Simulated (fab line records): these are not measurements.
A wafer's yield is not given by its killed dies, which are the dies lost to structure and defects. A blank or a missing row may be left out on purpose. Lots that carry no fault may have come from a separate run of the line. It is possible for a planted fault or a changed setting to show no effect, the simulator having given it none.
A struck lot beside a sound one :: flow nandHarc :: 25 steps out of a route of 1302
Sound: the wafers L415.1, L415.3, L415.4. Struck: wafers L423.1, L423.3, L423.4. Last of all comes the cause.
Order at every step that has rows: each side's tool, ch and its chambers, its first start. Under that, the readings that differ: sound wafers :: struck wafers :: difference of the means :: sigmas: that difference in standard deviations of wafers without a fault.
alike: a reading whose means differ by less than 2 such deviations, as well as words and numbers matching on both sides. not compared: withheld readings; readings where some wafer has no value; bounds like >300 that might hide an equal value; numbers whose values overlap and for which the record gives no deviation.
Wherever a step has rows on one side only, a row that says differs or no value, or a row with sigmas, the two part there. Numbers that don't overlap but have no deviation are shown without sigmas and don't part them. Lack of a reading on every wafer of one side parts them only where that side has two or more wafers.

first, 5 steps without rows for these wafers: NHARC_A_SLIT_SOFTBAKE_04 (time 55 s); NHARC_A_SLIT_EBR_05; NHARC_A_SLIT_EXPOSE_06 (exposes mask SLIT); NHARC_A_SLIT_PEB_07 (peb time 65 s); NHARC_A_SLIT_DEVELOP_08 (develop time 35 s).
NHARC_A_SLIT_CD_MEAS_09 targets a cd of 300 nm.
  sound on cdSem-03 ch 0, day 20 06:50; struck on cdSem-02 ch 0, day 23 14:38
  alike: cdNm
NHARC_A_SLIT_OVL_MEAS_10:
  struck on overlay-02, day 23 14:44; sound on overlay-02, day 20 06:56
reading: overlayYNm (nm)
sound: -2.2 -2.2 -2.3
struck: 0.7 1.1 0.5
difference: +3.0
sigmas: +3
  alike: overlayXNm
NHARC_A_SLIT_INSPECT_11:
  struck on defectInspect-01, day 23 14:46; sound on defectInspect-01, day 20 06:58
reading: rawDefectCount
sound: 129 124 110
struck: 25 27 27
difference: -95
sigmas: -3
NHARC_A_SLIT_DESCUM_14: chemistry O2, time 3 s.
  sound on rieDiel-10 ch 0,2,3, day 20 07:02; struck on rieDiel-06 ch 0,1,3, day 23 14:50
  alike: drypumpMotorCurrentA, oesProductAu, rfVppV, showerheadPlenumPTorr, throttleValvePct
  not compared: rfHoursCounterH
NHARC_A_SLIT_ETCH_24: etches the open film in CF4/CHF3, target depth 121 nm, time 60.5 s.
  sound on rieDiel-10 ch 0,3, day 20 07:08; struck on rieDiel-06 ch 0,1, day 23 14:56
  alike: biasW, drypumpMotorCurrentA, oesProductAu, rfVppV, showerheadPlenumPTorr, throttleValvePct
  not compared: rfHoursCounterH
NHARC_A_SLIT_ETCH_15: etches the open film in O2/COS, target depth 6200 nm, time 1612 s.
  sound on rieDiel-10 ch 2,3; struck on rieDiel-06 ch 1,3
  alike: biasW, drypumpMotorCurrentA, oesProductAu, rfVppV, showerheadPlenumPTorr, throttleValvePct
  not compared: rfHoursCounterH
NHARC_A_SLIT_ETCH_17: etches the open film in C4F8/O2/Ar, time 4254.5 s, target depth 20300 nm.
  sound on harEtch-02 ch 0,1, day 20 09:32; struck on harEtch-02 ch 0,1, day 23 16:20
  alike: drypumpMotorCurrentA, showerheadPlenumPTorr, throttleValvePct
  not compared: rfHoursCounterH
NHARC_A_SLIT_ETCH_26: etches the open film in C4F8/O2/Ar, time 90 s, target depth 400 nm.
  sound on harEtch-02 ch 0,1, day 20 12:38; struck on harEtch-02 ch 0,1, day 23 19:58
  alike: drypumpMotorCurrentA, showerheadPlenumPTorr, throttleValvePct
  not compared: rfHoursCounterH
then, 2 steps without rows for these wafers: NHARC_A_SLIT_STRIP_28 (strips in O2/COS); NHARC_A_SLIT_ETCH_29 (etches the open film in CF4/O2, target depth 100 nm, overetch 10 nm, time 55 s).
NHARC_A_SLIT_STRIP_18: strips in O2.
  sound on rieDiel-06 ch 0,2,3; struck on rieDiel-10 ch 0,2,3
reading: rfHoursCounterH (h)
sound: 11 10 11
struck: 7 8 7
difference: -3
sigmas: 
  alike: drypumpMotorCurrentA, oesProductAu, rfVppV, showerheadPlenumPTorr, throttleValvePct
then, 2 steps without rows for these wafers: NHARC_A_SLIT_PRECLEAN_19 (cleans in SC1); NHARC_A_SLIT_SRD_20.
NHARC_A_SLIT_CD_MEAS_21:
  struck on cdSem-03, day 23 21:23; sound on cdSem-03, day 20 14:02
  alike: cdNm
then, 3 steps without rows for these wafers: NHARC_A_SIN_REMOVE_WET_00 (chemistry H3PO4, time 15300 s); NHARC_A_SIN_REMOVE_PRECLEAN_01 (cleans in SC1); NHARC_A_SIN_REMOVE_SRD_02.
NHARC_A_SIN_REMOVE_INSPECT_04:
  struck on defectInspect-02, day 24 03:41; sound on defectInspect-02, day 20 20:38
reading: rawDefectCount
sound: 492 366 347
struck: 763 614 653
difference: +275
sigmas: +4
then, 1 step without rows for these wafers: NHARC_A_WL_FILL_ALD_00 (deposits Al2O3, target thk 3 nm, pulse time 3 s, ald cycles 30).
-- jump in the record: it breaks off in module A_WL_FILL and resumes in module END (first step shown: number 1302 of the route), and 4 days separate the struck wafers' starts before and after --
NHARC_END_SORT_01:
  the record has rows for the struck wafers here (prober-02 ch 0, day 28 06:53) and none for the sound ones

WHERE THEY PART
Earliest at NHARC_A_SLIT_OVL_MEAS_10; latest, in this record, at NHARC_END_SORT_01.

WHY: what the simulator had put in
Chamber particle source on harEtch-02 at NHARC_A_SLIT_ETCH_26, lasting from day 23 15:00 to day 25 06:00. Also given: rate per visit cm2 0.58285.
